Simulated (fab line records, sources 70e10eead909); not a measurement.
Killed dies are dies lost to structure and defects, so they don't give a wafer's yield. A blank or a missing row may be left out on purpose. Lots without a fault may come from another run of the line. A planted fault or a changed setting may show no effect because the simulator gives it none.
Which tool did it? | flow nand_harc | 7 lots, 21 wafers sampled, at 3 steps of a route of 1302

WHAT THE GAUGES READ, wafer by wafer
NHARC_A_ONON_D2_THK_MEAS_11: measures by ellipsometry.
lot  | measured     | on            | thk_nm (nm)
L112 | day 13 02:13 | film_metro-02 | 1016 1015 1013
L120 | day 17 00:19 | film_metro-01 | 1586 1586 1583 1583 1584 1585
L122 | day 17 06:37 | film_metro-01 | 1585 1586 1585 1585 1585 1587
L128 | day 19 18:40 | film_metro-02 | 1009 1008 1007
L130 | day 20 10:33 | film_metro-02 | 999 1000 998
L131 | day 21 03:02 | film_metro-01 | 986 987 987
L133 | day 22 08:19 | film_metro-01 | 994 997 996

WHICH TOOL RAN EACH LOT (tool, then ch and the chambers of the sampled wafers, then the start)
lot  | NHARC_A_CHANNEL_FILL_D1_CMP_10 | NHARC_A_ONON_D2_DEP_09
L112 | cmp-03 ch 0,1,3, day 11 11:32  | pecvd_onon-03 ch 0, day 13 01:43
L120 | cmp-04 ch 0,1,2, day 15 02:04  | pecvd_onon-01 ch 0, day 16 23:48
L122 | cmp-03 ch 0,2,3, day 15 12:58  | pecvd_onon-01 ch 0, day 17 06:06
L128 | cmp-02 ch 1,2, day 18 05:22    | pecvd_onon-02 ch 0, day 19 18:13
L130 | cmp-03 ch 0,1,2, day 18 21:21  | pecvd_onon-03 ch 0, day 20 10:02
L131 | cmp-04 ch 1,2,3, day 19 10:15  | pecvd_onon-01 ch 0, day 21 02:35
L133 | cmp-03 ch 0,1,3, day 20 17:54  | pecvd_onon-01 ch 0, day 22 07:48
- NHARC_A_CHANNEL_FILL_D1_CMP_10: polishes, target thk 150 nm.
- NHARC_A_ONON_D2_DEP_09: target thk 1000 nm.

THE ANSWER, worked out from the rows above alone
Rule: what is usual is taken from the lots themselves. Put in order of their means at a reading, lots are off if they are a third of the lots or fewer, leave a main group of 4 or more, and stand apart from it by a gap of 3 or more times the standard deviation of the main group's means; of several such gaps the widest counts. A main group whose means are all the same, to the digits that the tables above print for the reading, isn't used. A lot without any number at a reading at which 4 lots or more have one is off too. The other lots that the step has rows for count as sound.
Off: L120, L122, at NHARC_A_ONON_D2_THK_MEAS_11 (thk_nm). The main group: mean 1001 nm, standard deviation 9.7.
A tool fits if, at a process step before that reading, it ran every lot that is off, and no sound lot after the first of them. The gauges at NHARC_A_ONON_D2_THK_MEAS_11 are tried like those tools. None of those tried fits.

WHAT THE SIMULATOR HAD PUT IN
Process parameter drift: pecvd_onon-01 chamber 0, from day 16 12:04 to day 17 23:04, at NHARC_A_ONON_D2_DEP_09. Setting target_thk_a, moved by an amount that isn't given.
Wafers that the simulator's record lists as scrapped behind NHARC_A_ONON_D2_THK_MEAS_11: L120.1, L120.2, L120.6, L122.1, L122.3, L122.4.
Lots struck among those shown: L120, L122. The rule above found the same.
